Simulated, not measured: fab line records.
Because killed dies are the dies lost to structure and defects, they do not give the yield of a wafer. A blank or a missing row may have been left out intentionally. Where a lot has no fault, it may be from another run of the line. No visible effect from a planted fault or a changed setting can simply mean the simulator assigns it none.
Matching of chambers / flow n5Finfet / N5_DUMMY_GATE_ETCH_23 on rieSi-06 has 4 sister chambers
The step etches poly-Si in HBr/Cl2/O2, target depth 41 nm, time 22.3 s. 8 wafers are shown with their chamber, then 8 later ones without.

WAFERS, EACH WITH ITS CHAMBER
wafer=L080.6; chamber=1; throttleValvePct (%)=37.1; heBacksideLeakSccm (sccm)=2.53
wafer=L082.3; chamber=0; throttleValvePct (%)=37.9; heBacksideLeakSccm (sccm)=2.93
wafer=L082.4; chamber=2; throttleValvePct (%)=37.7; heBacksideLeakSccm (sccm)=2.36
wafer=L082.6; chamber=1; throttleValvePct (%)=37.1; heBacksideLeakSccm (sccm)=2.49
wafer=L085.3; chamber=3; throttleValvePct (%)=37.2; heBacksideLeakSccm (sccm)=2.64
wafer=L085.5; chamber=0; throttleValvePct (%)=37.9; heBacksideLeakSccm (sccm)=2.92
wafer=L085.6; chamber=3; throttleValvePct (%)=37.2; heBacksideLeakSccm (sccm)=2.81
wafer=L091.1; chamber=2; throttleValvePct (%)=37.8; heBacksideLeakSccm (sccm)=2.42

WAFERS MISSING THEIR CHAMBER
wafer=L091.4; throttleValvePct (%)=37.2; heBacksideLeakSccm (sccm)=2.75
wafer=L091.5; throttleValvePct (%)=37.7; heBacksideLeakSccm (sccm)=2.36
wafer=L096.3; throttleValvePct (%)=37.2; heBacksideLeakSccm (sccm)=2.79
wafer=L096.4; throttleValvePct (%)=37.9; heBacksideLeakSccm (sccm)=3.05
wafer=L096.5; throttleValvePct (%)=37.2; heBacksideLeakSccm (sccm)=2.80
wafer=L097.2; throttleValvePct (%)=37.9; heBacksideLeakSccm (sccm)=2.91
wafer=L097.4; throttleValvePct (%)=37.8; heBacksideLeakSccm (sccm)=2.44
wafer=L097.5; throttleValvePct (%)=37.9; heBacksideLeakSccm (sccm)=2.95

WHICH CHAMBER EACH WENT THROUGH
wafer=L091.4; from the rows above=3; in truth=3
wafer=L091.5; from the rows above=2; in truth=2
wafer=L096.3; from the rows above=3; in truth=3
wafer=L096.4; from the rows above=0; in truth=0
wafer=L096.5; from the rows above=3; in truth=3
wafer=L097.2; from the rows above=0; in truth=0
wafer=L097.4; from the rows above=2; in truth=2
wafer=L097.5; from the rows above=0; in truth=0
Placed correctly: 8 of 8. Can't be placed from these rows: 0. 0 placed wrongly.
How it was worked out, from the rows above alone: a wafer's distance from a chamber is the root of the sum, over the readings, of the square of ((its reading less the chamber's mean) divided by the reading's scatter). The wafer belongs to the nearest chamber; if the next one is less than 2 further off, it can't be placed. Each chamber's mean is taken over the wafers shown for it. The scatter is the square root of a quotient: the sum, over the shown wafers, of each reading's squared deviation from its chamber's mean, divided by wafers minus chambers.
